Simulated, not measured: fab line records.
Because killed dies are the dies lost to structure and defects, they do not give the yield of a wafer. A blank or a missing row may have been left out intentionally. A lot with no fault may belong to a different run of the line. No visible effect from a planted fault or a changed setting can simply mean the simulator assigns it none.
Which of the tools did it?    flow nand harc    11 lots, 33 wafers sampled, at 4 steps of a route of 1159

WHAT EACH GAUGE READ, for each wafer
Not one reading of a measure or inspect step in the record can be checked against a usual standard deviation.

WHICH TOOL RAN EACH LOT (tool, then ch and the chambers of the sampled wafers, then the start)
lot   NHARC_A_STAIRCASE_ETCH_199                     NHARC_A_STAIRCASE_TRIM_220          NHARC_A_STAIRCASE_TRIM_222      NHARC_A_STAIRCASE_TRIM_226
L494  rie diel-11 ch 1,2, day 11 01:25 or earlier    rie diel-11 ch 0,1,3, day 11 01:25  rie diel-11 ch 0,2,3, no start  rie diel-11 ch 0,2, no start
L499  rie diel-11 ch 0,2,3, day 11 19:38 or earlier  rie diel-11 ch 2,3, day 11 19:38    rie diel-11 ch 0,1,3, no start  rie diel-11 ch 1,2, no start
L498  rie diel-13 ch 0,1,3, day 11 20:07 or earlier  rie diel-13 ch 0,1,3, day 11 20:07  rie diel-13 ch 1,3, no start    rie diel-13 ch 0,2,3, no start
L500  rie diel-11 ch 0,1,3, day 12 11:32 or earlier  rie diel-11 ch 0,1,2, day 12 11:32  rie diel-11 ch 0,1,2, no start  rie diel-11 ch 0,2,3, no start
L501  rie diel-07 ch 0,1, day 12 12:16 or earlier    rie diel-11 ch 0,1,2, day 12 12:16  rie diel-11 ch 0,1,3, no start  rie diel-11 ch 0,1,3, no start
L503  rie diel-07 ch 0,2,3, day 13 18:22 or earlier  rie diel-07 ch 0,2,3, day 13 18:22  rie diel-07 ch 1,2, no start    rie diel-07 ch 1,2,3, no start
L505  rie diel-07 ch 0,1,3, day 14 13:43 or earlier  rie diel-07 ch 0,1,3, day 14 13:43  rie diel-07 ch 0,1,3, no start  rie diel-07 ch 0,1,2, no start
L507  rie diel-13 ch 0,2,3, day 14 16:42 or earlier  rie diel-13 ch 0,2,3, day 14 16:42  rie diel-13 ch 0,1,3, no start  rie diel-13 ch 0,1,2, no start
L512  rie diel-13 ch 0,2,3, day 15 08:34 or earlier  rie diel-13 ch 0,1,3, day 15 08:34  rie diel-13 ch 2,3, no start    rie diel-13 ch 0,1,3, no start
L516  rie diel-07 ch 0,1, day 16 09:58 or earlier    rie diel-07 ch 0,2, day 16 09:58    rie diel-07 ch 0,1, no start    rie diel-07 ch 0,2, no start
L517  rie diel-07 ch 0,2, day 16 20:16 or earlier    rie diel-07 ch 1,2,3, day 16 20:16  rie diel-07 ch 1,3, no start    rie diel-07 ch 0,1,2, no start
- NHARC_A_STAIRCASE_ETCH_199: etches the open film in C4F8/O2, target depth 100 nm, time 40.5 s.
- NHARC_A_STAIRCASE_TRIM_220: chemistry O2, time 211.2 s.
- NHARC_A_STAIRCASE_TRIM_222: chemistry O2, time 211.2 s.
- NHARC_A_STAIRCASE_TRIM_226: chemistry O2, time 211.2 s.

AS READ BY THE TOOLS THEMSELVES (means over the sampled wafers that have a number; for cases with no such wafer, the mark the record gives instead)
NHARC_A_STAIRCASE_ETCH_199.
lot   tool         oes product au (a.u.)  rf fwd power W (W)  rf vpp V (V)
L494  rie diel-11  0.946                  587                 901
L499  rie diel-11  0.945                  589                 895
L498  rie diel-13  0.941                  593                 903
L500  rie diel-11  0.945                  590                 895
L501  rie diel-07  0.956                  596                 895
L503  rie diel-07  0.953                  591                 896
L505  rie diel-07  0.941                  594                 896
L507  rie diel-13  0.936                  594                 903
L512  rie diel-13  0.947                  593                 903
L516  rie diel-07  0.947                  594                 895
L517  rie diel-07  0.966                  594                 894

NHARC_A_STAIRCASE_TRIM_220.
lot   tool         drypump motor current A (A)  oes product au (a.u.)  rf vpp V (V)  run length s (s)  showerhead plenum p Torr (Torr)  throttle valve pct (%)
L494  rie diel-11  5.9                          1.005                  57.5          232.6             3.51                             17.042
L499  rie diel-11  6.3                          0.999                  58.5          231.8             3.60                             17.040
L498  rie diel-13  5.6                          0.996                  57.8          232.6             3.73                             17.036
L500  rie diel-11  6.1                          1.015                  57.7          232.3             3.54                             17.043
L501  rie diel-11  6.1                          1.011                  57.5          232.3             3.54                             17.036
L503  rie diel-07  6.0                          1.004                  58.0          232.7             3.54                             17.035
L505  rie diel-07  6.0                          0.991                  57.6          232.9             3.53                             17.034
L507  rie diel-13  5.8                          1.006                  58.0          232.8             3.72                             17.045
L512  rie diel-13  5.6                          0.997                  58.0          229.1             3.71                             17.037
L516  rie diel-07  6.2                          1.019                  58.2          232.6             3.49                             17.045
L517  rie diel-07  5.9                          1.004                  58.4          232.7             3.54                             17.042

NHARC_A_STAIRCASE_TRIM_222.
lot   tool         drypump motor current A (A)  oes product au (a.u.)  rf vpp V (V)  run length s (s)  showerhead plenum p Torr (Torr)  throttle valve pct (%)
L494  rie diel-11  5.9                          1.000                  57.5          232.3             3.50                             17.038
L499  rie diel-11  5.9                          1.005                  57.8          232.5             3.50                             17.039
L498  rie diel-13  5.7                          0.989                  58.5          232.4             3.70                             17.042
L500  rie diel-11  6.1                          1.011                  57.8          232.5             3.54                             17.034
L501  rie diel-11  5.9                          1.007                  57.5          232.5             3.50                             17.041
L503  rie diel-07  6.0                          1.012                  57.8          232.5             3.54                             17.041
L505  rie diel-07  6.1                          0.996                  57.3          232.8             3.53                             17.034
L507  rie diel-13  5.6                          0.992                  58.4          232.6             3.72                             17.019
L512  rie diel-13  5.7                          1.011                  58.4          232.7             3.69                             17.033
L516  rie diel-07  6.3                          1.000                  57.6          232.6             3.49                             17.041
L517  rie diel-07  5.9                          1.003                  58.5          232.9             3.56                             17.033

NHARC_A_STAIRCASE_TRIM_226.
lot   tool         drypump motor current A (A)  oes product au (a.u.)  rf vpp V (V)  run length s (s)  showerhead plenum p Torr (Torr)  throttle valve pct (%)
L494  rie diel-11  6.1                          1.005                  57.9          232.2             3.54                             17.032
L499  rie diel-11  6.4                          1.017                  58.1          232.5             3.66                             17.040
L498  rie diel-13  5.7                          1.002                  58.2          232.6             3.73                             17.026
L500  rie diel-11  5.9                          1.008                  57.3          232.1             3.49                             17.036
L501  rie diel-11  5.9                          1.010                  56.8          232.5             3.50                             17.040
L503  rie diel-07  5.9                          1.003                  57.6          232.8             3.56                             17.034
L505  rie diel-07  6.1                          1.000                  58.0          232.9             3.51                             17.037
L507  rie diel-13  5.7                          1.001                  58.9          232.7             3.72                             17.029
L512  rie diel-13  5.6                          0.992                  58.4          232.9             3.71                             17.032
L516  rie diel-07  6.0                          1.016                  57.7          232.7             3.50                             17.040
L517  rie diel-07  6.1                          1.011                  57.0          232.6             3.50                             17.034

THE ANSWER, worked out from the rows above alone
Rule: the lots themselves supply what counts as usual. The widest of any qualifying gaps counts: lots, ordered by their means at a reading, are off when they make up no more than a third of the lots, leave a main group of 4 or more, and stand apart from it by 3 or more times the standard deviation of that group's means. Not used: any main group whose means are identical at the precision the tables above print for the reading. A lot without any number at a reading at which 4 lots or more have one is off too. The other lots that the step has rows for count as sound. After the gauges, taken in route order, come the tools' own readings; for these a lot's mean is taken, as printed above. The first step at which some lot is off is used, and at that step the reading that is off furthest; a lot without a number counts as furthest.
Off at NHARC_A_STAIRCASE_TRIM_220 (run length s): L512. The main group: mean 232.5 s, standard deviation 0.3.
A tool fits if, at that step or a process step before it, it ran every lot that is off, and no sound lot after the first of them. NHARC_A_STAIRCASE_ETCH_199 gives no start for some lots, so the hours and the order of its lots are those of NHARC_A_STAIRCASE_TRIM_220. One candidate fits, namely rie diel-13 at NHARC_A_STAIRCASE_ETCH_199 and NHARC_A_STAIRCASE_TRIM_220. At NHARC_A_STAIRCASE_ETCH_199 its last sound lot is L507 (day 14 16:42), its first lot that is off L512 (day 15 08:34): a fault that began between those two fits.

WHAT WAS PUT IN BY THE SIMULATOR
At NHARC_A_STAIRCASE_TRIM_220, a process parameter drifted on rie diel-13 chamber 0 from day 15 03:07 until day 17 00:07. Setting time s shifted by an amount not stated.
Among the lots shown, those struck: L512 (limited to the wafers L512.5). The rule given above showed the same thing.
